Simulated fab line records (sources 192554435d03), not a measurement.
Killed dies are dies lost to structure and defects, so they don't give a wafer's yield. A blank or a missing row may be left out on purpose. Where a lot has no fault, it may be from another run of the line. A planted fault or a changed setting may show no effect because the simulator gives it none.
fab line records	flow n5_finfet
record: lots: 24	wafers: 72	last_day: 18
route steps=1938 shown HKMG_FIN@458 GATE_CUT@465 MOL_CONTACT_COAG@528
lots untouched by any fault: they come from a run of this same line in which no faults occurred
start_h: the number of hours between the record's first day and the start of the first shown wafer of the lot	wait_h: hours elapsed since this lot's preceding step	" repeats the value in the row above	L1.1+2: a single row standing in for several wafers	- no value present, or no start provided	* or withheld: withheld	< > ~ a bound
route shown NAME@n: a module of which the file shows steps, and the number in the route of the first	usual: mean/standard deviation taken from wafers without a fault	same: alike in all rows	chamber/n: place in a boat	sites: per-site readings	_std_site: how widely they spread, as a standard deviation	_edge_site: the outer-site mean with the inner-site mean subtracted	radius_mm: how far each site lies from the wafer's centre	mask NAME#n: copy n	behind: the tool/chamber that last shaped the wafer	hold: the reason the lot was held/the length of the hold in hours/how it ended	device: which transistor (n, p or np) failed to switch	end of line: the tests these same wafers got at the end of their route	a step without rows: its recipe alone	killed: dies lost to structure and defects at the first sort, not the wafer's yield	map: the dies of a wafer, with x for killed, . for not killed, _ for no die there
set.NAME: the run value of the setting; set.NAME@STEP: its run value at that earlier step	model.NAME: the simulator's own value behind a step, which no gauge read
a sample of lots followed through the steps of the route, with each step as a table and each wafer as a row
services: from which hour (start_h, from the record's first day; less than 0 if before it) a tool's chamber was out of use, for how many hours, and why
== steps ==
step: N5_HKMG_FIN_W_FILL_22
recipe: material: W	target_thk_a: 600	temp_c: 400	pressure_torr: 39.4	time_s: 18.2
usual: heater_power_outer_w: 530/38	heater_power_w: 844/57	throttle_valve_pct: 19.4/0.88
lot.wafer	tool	chamber	start_h	wait_h	heater_power_outer_w	heater_power_w	since_wet_clean_h	throttle_valve_pct
L074.2	cvd_w-01	0	78.18	0.0	547	895	760	19.7
L074.3	"	0	"	"	550	902	-	19.8
L074.5	"	0	"	"	537	906	-	19.6
L075.2	cvd_w-01	0	88.27	0.0	531	899	770	19.8
L075.4	"	1	"	"	478	789	-	20.7
L075.6	"	1	"	"	484	785	-	20.6
L076.3	cvd_w-02	0	96.97	0.0	518	809	-	18.6
L076.4	"	1	"	"	584	894	-	18.5
L076.6	"	0	"	"	520	797	-	18.4
L077.1	cvd_w-01	1	99.37	0.0	470	792	781	20.7
L077.2	"	0	"	"	546	877	781	19.8
L077.3	"	0	"	"	525	906	-	20.0
L078.1	cvd_w-01	1	105.24	0.0	477	776	787	20.6
L078.2	"	0	"	"	537	913	787	19.9
L078.5	"	1	"	"	470	783	-	20.7
L079.1	cvd_w-01	0	108.95	0.0	535	915	791	20.0
L079.3	"	1	"	"	468	776	-	20.5
L079.5	"	0	"	"	535	885	-	19.8
L080.4	cvd_w-01	1	114.76	0.0	470	772	-	20.5
L080.5	"	1	"	"	473	806	-	20.6
L080.6	"	0	"	"	544	906	-	19.9
L081.2	cvd_w-02	0	123.70	0.1	520	769	-	18.7
L081.3	"	0	"	"	534	789	-	18.5
L081.4	"	0	"	"	513	791	-	18.6
L082.3	cvd_w-01	0	126.37	0.0	529	885	-	20.2
L082.4	"	1	"	"	481	787	-	20.5
L082.6	"	0	"	"	541	910	-	19.6
L083.1	cvd_w-02	0	132.75	0.0	535	774	301	18.5
L083.4	"	0	"	"	508	776	-	18.7
L083.5	"	0	"	"	518	798	-	18.5
L084.2	cvd_w-02	0	140.64	0.0	518	782	309	18.7
L084.3	"	1	"	"	592	899	-	18.6
L084.6	"	0	"	"	523	792	-	18.6
L085.3	cvd_w-02	1	147.29	0.0	564	900	-	18.5
L085.5	"	0	"	"	528	796	-	18.7
L085.6	"	1	"	"	576	905	-	18.7
L086.2	cvd_w-01	1	156.26	0.0	477	810	838	20.9
L086.3	"	0	"	"	535	897	-	19.7
L086.6	"	0	"	"	537	902	-	19.7
L087.1	cvd_w-02	1	157.58	0.0	578	922	326	18.6
L087.2	"	0	"	"	512	798	326	18.9
L087.5	"	1	"	"	569	898	-	18.6
L088.1	cvd_w-02	1	166.90	0.0	580	897	335	18.8
L088.5	"	1	"	"	576	892	-	18.7
L088.6	"	0	"	"	536	776	-	18.9
L089.1	cvd_w-02	0	168.70	0.0	516	811	337	18.8
L089.2	"	1	"	"	590	905	337	18.6
L089.6	"	1	"	"	592	920	-	18.6
L090.1	cvd_w-02	1	174.29	0.0	593	920	342	18.5
L090.4	"	1	"	"	575	887	-	18.7
L090.5	"	0	"	"	515	814	-	18.5
L091.1	cvd_w-02	0	180.82	0.0	523	802	349	18.6
L091.4	"	1	"	"	586	917	-	18.6
L091.5	"	1	"	"	580	893	-	18.7
L092.2	cvd_w-01	0	184.62	0.0	538	908	867	19.8
L092.3	"	0	"	"	539	906	-	20.0
L092.6	"	1	"	"	471	768	-	20.8
L093.2	cvd_w-02	1	195.15	0.0	587	898	363	18.6
L093.5	"	0	"	"	518	803	-	18.7
L093.6	"	1	"	"	576	919	-	18.7
L094.2	cvd_w-02	0	197.66	0.0	518	793	366	18.7
L094.3	"	0	"	"	525	799	-	18.4
L094.4	"	1	"	"	578	909	-	18.5
L095.3	cvd_w-01	0	210.07	0.0	544	901	-	20.2
L095.5	"	0	"	"	551	902	-	20.2
L095.6	"	1	"	"	480	797	-	21.0
L096.3	cvd_w-02	1	212.87	0.0	575	898	-	18.6
L096.4	"	0	"	"	527	787	-	18.8
L096.5	"	0	"	"	515	793	-	18.9
L097.2	cvd_w-01	0	221.72	0.0	545	922	904	20.2
L097.4	"	0	"	"	538	897	-	20.3
L097.5	"	1	"	"	470	785	-	21.2
step: N5_GATE_CUT_ETCHBACK_00
recipe: chemistry: SF6/Cl2	target: W	pressure_mtorr: 8	icp_w: 900	bias_w: 80	SF6_flow_sccm: 40	Cl2_flow_sccm: 60
usual: drypump_motor_current_A: 5.81/0.2	mfc_cl2_sccm: 59.97/0.15	oes_product_au: 0.78/0.067	throttle_valve_pct: 27.5/0.34
lot.wafer	tool	chamber	start_h	wait_h	drypump_motor_current_A	mfc_cl2_sccm	oes_product_au	rf_hours_counter_h	throttle_valve_pct
L074.2	rie_metal-01	0	79.04	0.0	5.87	59.99	0.81	33	27.2
L074.3	"	0	"	"	5.84	60.15	0.81	-	27.2
L074.5	"	0	"	"	5.87	59.98	0.80	-	27.2
L075.2	rie_metal-01	0	89.12	0.0	5.85	59.80	0.79	34	27.2
L075.4	"	1	"	"	5.80	60.22	0.81	-	27.9
L075.6	"	0	"	"	5.84	60.05	0.80	-	27.2
L076.3	rie_metal-01	1	97.86	0.1	5.80	59.99	0.80	-	27.9
L076.4	"	0	"	"	5.86	60.10	0.79	-	27.2
L076.6	"	1	"	"	5.82	59.87	0.80	-	27.9
L077.1	rie_metal-01	1	100.22	0.0	5.80	59.87	0.81	27	27.9
L077.2	"	0	"	"	5.86	60.11	0.80	35	27.2
L077.3	"	0	"	"	5.84	59.61	0.80	-	27.2
L078.1	rie_metal-01	1	106.12	0.0	5.79	60.14	0.80	29	28.0
L078.2	"	0	"	"	5.86	59.85	0.80	37	27.2
L078.5	"	0	"	"	5.85	60.19	0.79	-	27.2
L079.1	rie_metal-03	1	109.81	0.0	6.04	60.02	0.58	135	28.0
L079.3	"	0	"	"	6.01	59.89	0.75	-	27.2
L079.5	"	0	"	"	6.02	59.78	0.76	-	27.2
L080.4	rie_metal-03	1	115.65	0.1	6.08	59.90	0.58	-	27.9
L080.5	"	0	"	"	6.00	60.12	0.75	-	27.2
L080.6	"	1	"	"	6.07	60.08	0.58	-	28.0
L081.2	rie_metal-03	0	124.61	0.1	6.01	59.91	0.75	-	27.2
L081.3	"	0	"	"	6.02	60.18	0.76	-	27.2
L081.4	"	0	"	"	6.01	60.16	0.76	-	27.2
L082.3	rie_metal-02	0	127.30	0.1	5.63	59.78	0.81	-	27.2
L082.4	"	1	"	"	5.44	59.77	0.78	-	27.4
L082.6	"	1	"	"	5.46	59.94	0.78	-	27.4
L083.1	rie_metal-03	0	133.61	0.0	6.01	59.93	0.76	55	27.2
L083.4	"	0	"	"	6.02	60.19	0.75	-	27.2
L083.5	"	0	"	"	6.01	59.81	0.76	-	27.2
L084.2	rie_metal-02	1	141.50	0.0	5.46	59.97	0.78	34	27.4
L084.3	"	0	"	"	5.63	59.99	0.81	-	27.2
L084.6	"	1	"	"	5.46	59.90	0.78	-	27.4
L085.3	rie_metal-02	0	148.18	0.1	5.66	59.97	0.81	-	27.2
L085.5	"	0	"	"	5.63	59.89	0.81	-	27.2
L085.6	"	1	"	"	5.47	59.96	0.78	-	27.4
L086.2	rie_metal-03	1	157.11	0.0	6.07	59.90	0.96	1	28.0
L086.3	"	0	"	"	6.03	59.91	0.74	-	27.2
L086.6	"	1	"	"	6.07	59.65	0.96	-	28.0
L087.1	rie_metal-03	1	158.43	0.0	6.04	60.19	0.96	1	28.0
L087.2	"	0	"	"	6.04	60.07	0.75	57	27.2
L087.5	"	1	"	"	6.03	60.00	0.96	-	28.0
L088.1	rie_metal-03	0	167.76	0.0	6.01	59.78	0.74	58	27.2
L088.5	"	1	"	"	6.01	59.77	0.95	-	28.0
L088.6	"	0	"	"	6.02	59.81	0.74	-	27.2
L089.1	rie_metal-02	0	169.57	0.0	5.63	59.85	0.79	29	27.2
L089.2	"	1	"	"	5.45	59.65	0.77	37	27.4
L089.6	"	1	"	"	5.44	60.03	0.76	-	27.4
L090.1	rie_metal-02	0	175.15	0.0	5.64	59.96	0.79	30	27.2
L090.4	"	1	"	"	5.46	60.40	0.76	-	27.4
L090.5	"	0	"	"	5.63	60.15	0.80	-	27.2
L091.1	rie_metal-03	1	181.68	0.0	6.05	59.98	0.93	3	28.0
L091.4	"	0	"	"	6.03	59.94	0.74	-	27.2
L091.5	"	1	"	"	6.05	59.87	0.93	-	28.0
L092.2	rie_metal-01	0	185.48	0.0	5.86	59.81	0.78	42	27.2
L092.3	"	0	"	"	5.85	60.12	0.78	-	27.2
L092.6	"	1	"	"	5.80	59.93	0.78	-	28.0
L093.2	rie_metal-01	0	196.01	0.0	5.82	59.76	0.78	42	27.2
L093.5	"	1	"	"	5.80	60.02	0.77	-	28.0
L093.6	"	0	"	"	5.82	59.83	0.78	-	27.2
L094.2	rie_metal-01	1	198.51	0.0	5.81	60.17	0.77	40	28.0
L094.3	"	0	"	"	5.84	60.06	0.77	-	27.2
L094.4	"	1	"	"	5.84	59.94	0.77	-	28.0
L095.3	rie_metal-02	1	210.97	0.1	5.45	59.93	0.77	-	27.4
L095.5	"	0	"	"	5.64	60.03	0.78	-	27.2
L095.6	"	1	"	"	5.45	59.83	0.77	-	27.4
L096.3	rie_metal-02	0	213.76	0.1	5.63	60.00	0.77	-	27.2
L096.4	"	1	"	"	5.46	60.47	0.77	-	27.4
L096.5	"	0	"	"	5.62	59.76	0.78	-	27.3
L097.2	rie_metal-01	0	222.58	0.0	5.87	59.84	0.77	46	27.2
L097.4	"	1	"	"	5.78	59.82	0.76	-	28.0
L097.5	"	1	"	"	5.80	59.89	0.77	-	28.0
step: N5_GATE_CUT_SAC_CAP_01
recipe: material: SiNx	target_thk_a: 240	temp_c: 400	ald_precursor_family: SiH2I2	ald_co_reactant: N2/H2-plasma	pulse_time_s: 1	ald_cycles: 480	purge_time_s: 2	co_reactant_purge_time_s: 2	pressure_torr: 2
usual: heater_power_outer_w: 530/81	heater_power_w: 872/96	precursor_pulse_height_rel: 1.005/0.021
same: ald_cycles: 480
lot.wafer	tool	chamber	start_h	wait_h	heater_power_outer_w	heater_power_w	precursor_pulse_height_rel	since_wet_clean_h
L074.2	ald_sin-02	1	79.67	0.0	617	923	0.984	268
L074.3	"	3	"	"	456	775	1.019	268
L074.5	"	1	80.75	1.1	610	918	1.046	-
L075.2	ald_sin-02	1	90.70	1.0	591	905	0.995	279
L075.4	"	1	91.79	2.1	606	962	1.007	-
L075.6	"	0	"	"	479	880	1.044	-
L076.3	ald_sin-03	1	98.86	0.4	561	938	1.040	196
L076.4	"	2	"	"	591	890	0.962	196
L076.6	"	1	99.95	1.5	556	913	0.975	-
L077.1	ald_sin-02	0	100.90	0.1	468	905	1.005	289
L077.2	"	2	"	"	447	769	0.969	289
L077.3	"	3	"	"	456	792	1.004	289
L078.1	ald_sin-01	1	106.91	0.2	431	721	1.004	6
L078.2	"	2	"	"	570	979	1.040	6
L078.5	"	3	107.99	1.3	552	901	1.023	-
L079.1	ald_sin-01	1	110.42	0.0	437	715	0.963	9
L079.3	"	0	"	"	440	773	0.979	9
L079.5	"	3	111.51	1.1	558	913	1.020	-
L080.4	ald_sin-01	1	117.57	1.4	443	700	1.016	-
L080.5	"	3	"	"	559	932	1.024	-
L080.6	"	0	"	"	431	767	0.990	-
L081.2	ald_sin-02	1	125.45	0.0	602	926	1.031	314
L081.3	"	3	"	"	459	761	1.007	314
L081.4	"	2	"	"	432	768	0.986	314
L082.3	ald_sin-01	1	127.86	0.0	437	719	1.018	27
L082.4	"	2	"	"	595	993	0.987	27
L082.6	"	0	128.95	1.1	430	771	0.970	-
L083.1	ald_sin-01	0	134.49	0.0	428	768	0.997	33
L083.4	"	3	"	"	557	895	0.983	33
L083.5	"	1	135.57	1.1	438	719	0.978	-
L084.2	ald_sin-01	2	142.29	0.0	559	963	1.021	41
L084.3	"	0	"	"	425	789	0.992	41
L084.6	"	0	143.37	1.1	437	790	1.011	-
L085.3	ald_sin-03	3	148.93	0.0	647	1037	0.982	246
L085.5	"	3	150.02	1.1	637	1026	0.988	-
L085.6	"	2	"	"	587	899	1.031	-
L086.2	ald_sin-03	3	157.84	0.0	629	1046	1.019	255
L086.3	"	2	"	"	589	914	0.985	255
L086.6	"	3	158.92	1.1	667	1016	1.005	-
L087.1	ald_sin-02	2	159.47	0.5	452	762	1.017	348
L087.2	"	1	"	"	630	958	1.026	348
L087.5	"	0	160.55	1.5	465	898	0.996	-
L088.1	ald_sin-01	1	168.37	0.0	439	716	1.020	67
L088.5	"	0	169.45	1.1	426	763	1.007	-
L088.6	"	1	"	"	440	716	0.981	-
L089.1	ald_sin-03	0	170.26	0.1	645	921	1.002	268
L089.2	"	2	"	"	601	891	1.036	268
L089.6	"	3	171.35	1.2	649	1055	0.983	-
L090.1	ald_sin-02	3	175.76	0.0	469	782	0.975	364
L090.4	"	1	"	"	612	918	0.994	364
L090.5	"	3	176.84	1.1	460	790	1.009	-
L091.1	ald_sin-03	1	182.76	0.5	565	920	1.007	280
L091.4	"	2	"	"	587	894	0.981	280
L091.5	"	0	183.85	1.6	640	927	1.011	-
L092.2	ald_sin-03	0	186.08	0.0	639	935	0.995	283
L092.3	"	1	"	"	572	947	1.018	283
L092.6	"	1	187.17	1.1	568	966	1.007	-
L093.2	ald_sin-01	3	196.64	0.0	556	924	1.009	96
L093.5	"	2	197.73	1.1	580	970	1.025	-
L093.6	"	0	"	"	442	776	1.002	-
L094.2	ald_sin-02	3	199.25	0.0	481	811	0.992	8
L094.3	"	2	"	"	424	722	1.022	8
L094.4	"	0	"	"	458	861	1.019	8
L095.3	ald_sin-01	2	211.96	0.4	589	997	1.008	111
L095.5	"	0	213.04	1.5	430	784	1.020	-
L095.6	"	2	"	"	566	985	0.995	-
L096.3	ald_sin-02	1	214.33	0.0	649	969	1.034	23
L096.4	"	2	"	"	424	733	1.026	23
L096.5	"	1	215.41	1.1	646	995	0.989	-
L097.2	ald_sin-02	2	223.21	0.0	434	726	0.995	32
L097.4	"	3	"	"	484	804	0.996	32
L097.5	"	3	224.29	1.1	490	789	1.006	-
step: N5_GATE_CUT_PECVD_57
recipe: material: SiNx	target_thk_a: 210	temp_c: 400	precursor: SiH4/NH3/N2	pressure_torr: 1.5	rf_w: 300
usual: heater_power_outer_w: 446/71	heater_power_w: 738/110	showerhead_plenum_p_Torr: 5.124/0.026	throttle_valve_pct: 39.6/1.7
lot.wafer	tool	chamber	start_h	wait_h	heater_power_outer_w	heater_power_w	showerhead_plenum_p_Torr	since_wet_clean_h	throttle_valve_pct
L074.2	pecvd-01	1	81.86	1.1	624	975	5.058	1692	41.0
L074.3	"	0	"	"	552	934	5.178	967	41.1
L074.5	"	0	"	"	561	919	5.189	-	41.0
L075.2	pecvd-01	2	92.90	1.1	552	968	5.116	224	37.5
L075.4	"	2	"	"	564	961	5.101	-	37.2
L075.6	"	0	"	"	571	921	5.172	-	40.9
L076.3	pecvd-02	0	101.05	1.1	453	744	5.132	805	38.9
L076.4	"	0	"	"	457	753	5.117	-	38.9
L076.6	"	2	"	"	411	742	5.153	-	36.3
L077.1	pecvd-04	2	103.09	1.1	446	768	5.122	2076	40.5
L077.2	"	0	"	"	467	772	5.123	626	40.1
L077.3	"	1	"	"	366	626	5.127	1351	39.5
L078.1	pecvd-04	2	109.10	1.1	428	747	5.128	2082	40.6
L078.2	"	1	"	"	308	546	5.122	1357	39.7
L078.5	"	0	"	"	406	713	5.110	-	39.9
L079.1	pecvd-04	1	112.61	1.1	362	606	5.124	1360	39.5
L079.3	"	2	"	"	518	855	5.133	2085	40.7
L079.5	"	0	"	"	457	751	5.088	-	39.7
L080.4	pecvd-04	0	118.72	0.1	480	759	5.098	-	39.9
L080.5	"	2	"	"	431	758	5.107	-	40.4
L080.6	"	1	"	"	357	609	5.113	-	39.3
L081.2	pecvd-02	2	127.64	1.1	433	780	5.154	78	36.5
L081.3	"	0	"	"	380	645	5.129	832	39.3
L081.4	"	0	"	"	379	656	5.117	-	39.2
L082.3	pecvd-01	2	130.06	1.1	518	923	5.098	261	37.2
L082.4	"	2	"	"	541	951	5.111	-	37.3
L082.6	"	1	"	"	568	951	5.056	-	41.1
L083.1	pecvd-02	0	136.68	1.1	412	664	5.112	841	39.1
L083.4	"	1	"	"	468	696	5.126	-	42.2
L083.5	"	2	"	"	428	724	5.154	-	36.3
L084.2	pecvd-02	1	144.48	1.1	447	658	5.123	1573	42.2
L084.3	"	0	"	"	449	738	5.110	848	39.2
L084.6	"	0	"	"	453	741	5.121	-	39.3
L085.3	pecvd-02	2	151.12	1.1	396	701	5.152	101	36.4
L085.5	"	2	"	"	401	694	5.166	-	36.4
L085.6	"	0	"	"	416	682	5.120	-	39.1
L086.2	pecvd-04	2	160.03	1.1	512	844	5.106	2133	40.4
L086.3	"	0	"	"	464	771	5.104	683	40.2
L086.6	"	1	"	"	390	652	5.108	-	39.6
L087.1	pecvd-02	1	161.66	1.1	431	646	5.123	1591	42.1
L087.2	"	0	"	"	423	700	5.109	866	39.3
L087.5	"	2	"	"	362	680	5.159	-	36.7
L088.1	pecvd-01	0	170.56	1.1	590	920	5.171	1056	41.1
L088.5	"	0	"	"	588	942	5.187	-	41.1
L088.6	"	2	"	"	600	1028	5.105	-	37.3
L089.1	pecvd-02	0	172.46	1.1	377	641	5.125	876	39.2
L089.2	"	2	"	"	428	723	5.159	122	36.6
L089.6	"	1	"	"	479	711	5.119	-	42.1
L090.1	pecvd-04	1	177.95	1.1	334	576	5.104	1426	39.4
L090.4	"	2	"	"	521	847	5.113	-	40.6
L090.5	"	1	"	"	333	589	5.122	-	39.4
L091.1	pecvd-04	1	184.95	1.1	385	620	5.109	1433	39.6
L091.4	"	1	"	"	385	636	5.115	-	39.5
L091.5	"	2	"	"	461	786	5.119	-	40.4
L092.2	pecvd-04	0	188.28	1.1	481	787	5.109	711	39.9
L092.3	"	1	"	"	363	620	5.114	1436	39.3
L092.6	"	2	"	"	471	804	5.123	-	40.6
L093.2	pecvd-02	1	198.83	1.1	462	678	5.125	1628	42.0
L093.5	"	2	"	"	414	704	5.160	-	36.7
L093.6	"	1	"	"	473	701	5.137	-	42.0
L094.2	pecvd-02	2	201.44	1.1	357	652	5.154	151	36.8
L094.3	"	1	"	"	396	620	5.136	1630	42.3
L094.4	"	1	"	"	398	597	5.146	-	42.0
L095.3	pecvd-02	2	214.15	1.1	449	758	5.170	164	36.6
L095.5	"	2	"	"	442	779	5.144	-	36.6
L095.6	"	1	"	"	403	600	5.143	-	41.7
L096.3	pecvd-04	0	216.54	1.1	498	805	5.107	-	40.0
L096.4	"	1	"	"	368	632	5.119	-	39.6
L096.5	"	0	"	"	483	788	5.101	-	40.0
L097.2	pecvd-04	1	225.40	1.1	333	570	5.141	1473	39.4
L097.4	"	1	"	"	331	571	5.099	-	39.4
L097.5	"	1	"	"	328	563	5.121	-	39.5
step: N5_GATE_CUT_CMP_43
recipe: material: SiO2	post_cmp_clean: rinse_only
usual: edge_zone_pressure_frac: 0.999/0.0059	motor_current_A: 12.2/1.1	slurry_filter_dp_kPa: 13.49/0.14
lot.wafer	tool	chamber	start_h	wait_h	edge_zone_pressure_frac	motor_current_A	slurry_filter_dp_kPa
L074.3	cmp-01	1	85.45	0.0	0.990	12.0	13.33
L074.2	"	0	"	"	1.003	11.5	13.46
L074.5	"	1	"	"	0.990	12.3	13.58
L075.4	cmp-02	0	97.11	0.2	0.989	13.2	13.51
L075.2	"	1	"	"	0.998	13.1	13.57
L075.6	"	2	"	"	0.999	10.8	13.38
L076.3	cmp-03	2	104.57	0.0	0.993	13.8	13.86
L076.4	"	1	"	"	1.012	13.4	13.64
L076.6	"	3	"	"	0.997	11.3	13.48
L077.2	cmp-02	1	106.76	0.0	1.006	12.0	13.73
L077.3	"	2	"	"	0.997	11.0	13.23
L077.1	"	3	"	"	0.998	13.1	13.40
L078.1	cmp-02	0	113.13	0.2	0.995	11.9	13.53
L078.2	"	1	"	"	1.009	13.0	13.31
L078.5	"	0	"	"	1.001	13.6	13.46
L079.3	cmp-03	0	116.84	0.0	0.994	12.2	13.14
L079.1	"	3	"	"	1.012	11.0	13.59
L079.5	"	0	"	"	0.988	13.1	13.37
L080.4	cmp-01	0	122.76	0.2	1.005	11.1	13.43
L080.5	"	2	"	"	1.009	10.5	13.67
L080.6	"	3	"	"	0.997	12.1	13.72
L081.2	cmp-01	3	131.51	0.1	0.997	11.7	13.42
L081.4	"	0	"	"	1.012	11.5	13.40
L081.3	"	1	"	"	0.994	12.6	13.77
L082.4	cmp-02	3	134.61	0.2	1.002	13.2	13.60
L082.3	"	0	"	"	0.995	12.8	13.42
L082.6	"	1	"	"	0.995	12.3	13.37
L083.1	cmp-03	1	140.40	0.1	1.002	13.1	13.38
L083.4	"	2	"	"	1.009	13.5	13.46
L083.5	"	0	"	"	0.988	12.7	13.53
L084.3	cmp-03	3	148.01	0.0	1.002	10.8	13.38
L084.2	"	2	"	"	1.009	14.1	13.65
L084.6	"	0	"	"	1.008	12.3	13.45
L085.3	cmp-02	3	155.28	0.1	1.000	13.5	13.34
L085.6	"	2	"	"	0.996	11.0	13.56
L085.5	"	3	"	"	0.994	12.6	13.41
L086.2	cmp-03	2	164.08	0.5	1.004	14.3	13.56
L086.3	"	0	"	"	0.998	12.5	13.32
L086.6	"	1	"	"	0.999	13.8	13.49
L087.2	cmp-01	2	165.87	0.1	0.992	10.6	13.56
L087.1	"	0	"	"	1.002	11.9	13.37
L087.5	"	1	"	"	0.999	12.0	13.30
L088.1	cmp-03	0	174.37	0.2	0.991	11.8	13.32
L088.6	"	2	"	"	1.006	13.7	13.84
L088.5	"	3	"	"	1.002	10.4	13.22
L089.2	cmp-03	0	176.84	0.2	0.987	11.8	13.63
L089.1	"	1	"	"	0.997	13.8	13.45
L089.6	"	3	"	"	0.995	11.2	13.51
L090.4	cmp-03	2	181.81	0.2	0.992	13.5	13.35
L090.1	"	3	"	"	0.992	11.2	13.38
L090.5	"	0	"	"	0.996	13.0	13.43
L091.4	cmp-01	3	190.47	0.2	1.000	12.0	13.32
L091.1	"	0	"	"	0.992	11.1	13.62
L091.5	"	2	"	"	0.990	11.0	13.66
L092.3	cmp-02	0	192.02	0.1	1.005	13.2	13.56
L092.2	"	2	"	"	0.995	10.4	13.46
L092.6	"	0	"	"	0.994	12.7	13.43
L093.2	cmp-01	1	203.18	0.1	0.992	11.8	13.54
L093.6	"	0	"	"	0.995	11.6	13.61
L093.5	"	1	"	"	0.993	12.4	13.30
L094.3	cmp-03	1	204.96	0.0	0.999	13.3	13.44
L094.2	"	3	"	"	1.004	11.5	13.58
L094.4	"	0	"	"	0.996	12.2	13.48
L095.3	cmp-01	0	217.79	0.1	0.993	11.6	13.35
L095.5	"	3	"	"	1.004	11.8	13.41
L095.6	"	0	"	"	1.002	11.8	13.20
L096.3	cmp-02	2	220.07	0.0	1.005	11.3	13.56
L096.4	"	0	"	"	0.995	12.7	13.46
L096.5	"	2	"	"	1.006	10.4	13.49
L097.4	cmp-02	0	229.32	0.0	1.004	12.8	13.52
L097.2	"	3	"	"	1.000	12.6	13.54
L097.5	"	1	"	"	1.006	13.2	13.52
step: N5_MOL_CONTACT_COAG_INSPECT_10
recipe: mode: adi	inspect_instrument: brightfield
usual: raw_defect_count: 65/31
lot.wafer	tool	chamber	start_h	wait_h	raw_defect_count
L074.2	defect_inspect-02	-	86.55	0.0	41
L074.3	"	-	"	"	36
L074.5	"	-	"	"	39
L075.2	defect_inspect-01	-	98.05	0.0	167
L075.4	"	-	"	"	153
L075.6	"	-	"	"	194
L076.3	defect_inspect-01	-	105.80	0.0	41
L076.4	"	-	"	"	47
L076.6	"	-	"	"	40
L077.1	defect_inspect-01	-	107.98	0.1	108
L077.2	"	-	"	"	124
L077.3	"	-	"	"	65
L078.1	defect_inspect-01	-	114.15	0.1	60
L078.2	"	-	"	"	80
L078.5	"	-	"	"	51
L079.1	defect_inspect-02	-	118.06	0.1	56
L079.3	"	-	"	"	76
L079.5	"	-	"	"	62
L080.4	defect_inspect-02	-	123.71	0.0	75
L080.5	"	-	"	"	53
L080.6	"	-	"	"	69
L081.2	defect_inspect-01	-	132.53	0.0	58
L081.3	"	-	"	"	101
L081.4	"	-	"	"	113
L082.3	defect_inspect-02	-	135.95	0.0	65
L082.4	"	-	"	"	88
L082.6	"	-	"	"	105
L083.1	defect_inspect-01	-	141.42	0.1	92
L083.4	"	-	"	"	43
L083.5	"	-	"	"	106
L084.2	defect_inspect-02	-	149.11	0.0	78
L084.3	"	-	"	"	76
L084.6	"	-	"	"	70
L085.3	defect_inspect-02	-	156.43	0.0	36
L085.5	"	-	"	"	43
L085.6	"	-	"	"	53
L086.2	defect_inspect-02	-	165.23	0.0	84
L086.3	"	-	"	"	57
L086.6	"	-	"	"	44
L087.1	defect_inspect-02	-	167.02	0.1	64
L087.2	"	-	"	"	42
L087.5	"	-	"	"	59
L088.1	defect_inspect-02	-	175.31	0.1	39
L088.5	"	-	"	"	71
L088.6	"	-	"	"	55
L089.1	defect_inspect-01	-	177.78	0.1	99
L089.2	"	-	"	"	42
L089.6	"	-	"	"	62
L090.1	defect_inspect-02	-	182.75	0.1	45
L090.4	"	-	"	"	25
L090.5	"	-	"	"	29
L091.1	defect_inspect-02	-	191.49	0.1	74
L091.4	"	-	"	"	71
L091.5	"	-	"	"	30
L092.2	defect_inspect-01	-	193.16	0.0	46
L092.3	"	-	"	"	62
L092.6	"	-	"	"	56
L093.2	defect_inspect-01	-	204.19	0.0	54
L093.5	"	-	"	"	54
L093.6	"	-	"	"	37
L094.2	defect_inspect-01	-	206.06	0.0	51
L094.3	"	-	"	"	37
L094.4	"	-	"	"	39
L095.3	defect_inspect-01	-	218.97	0.0	47
L095.5	"	-	"	"	71
L095.6	"	-	"	"	47
L096.3	defect_inspect-02	-	221.20	0.0	101
L096.4	"	-	"	"	31
L096.5	"	-	"	"	74
L097.2	defect_inspect-02	-	230.54	0.0	47
L097.4	"	-	"	"	45
L097.5	"	-	"	"	40
== services ==
tool	chamber	start_h	hours	kind
pecvd-04	-	54.39	6.0	pm
cmp-03	-	54.40	4.0	pm
pecvd-02	-	61.97	5.5	pm
ald_sin-01	0	70.17	24.0	repair
ald_sin-02	1	71.02	3.9	repair
pecvd-02	-	72.77	0.4	repair
cmp-03	-	76.09	4.0	pm
cvd_w-02	-	79.95	9.5	repair
cmp-03	-	84.01	0.3	repair
ald_sin-02	3	85.31	6.2	repair
ald_sin-01	-	87.62	14.0	pm
pecvd-02	-	102.66	6.0	pm
rie_metal-01	0	112.72	24.5	repair
ald_sin-02	2	118.66	2.2	repair
cvd_w-02	1	119.03	7.4	repair
pecvd-04	-	133.78	1.2	repair
rie_metal-01	0	144.41	8.5	repair
ald_sin-01	-	144.75	4.3	pm
cmp-03	-	153.40	0.4	repair
ald_sin-01	1	171.53	61.6	repair
cvd_w-01	-	177.56	6.9	pm
ald_sin-02	-	177.93	14.0	pm
ald_sin-01	0	180.13	1.6	repair
cvd_w-02	1	216.40	3.0	repair
== key ==
fault none
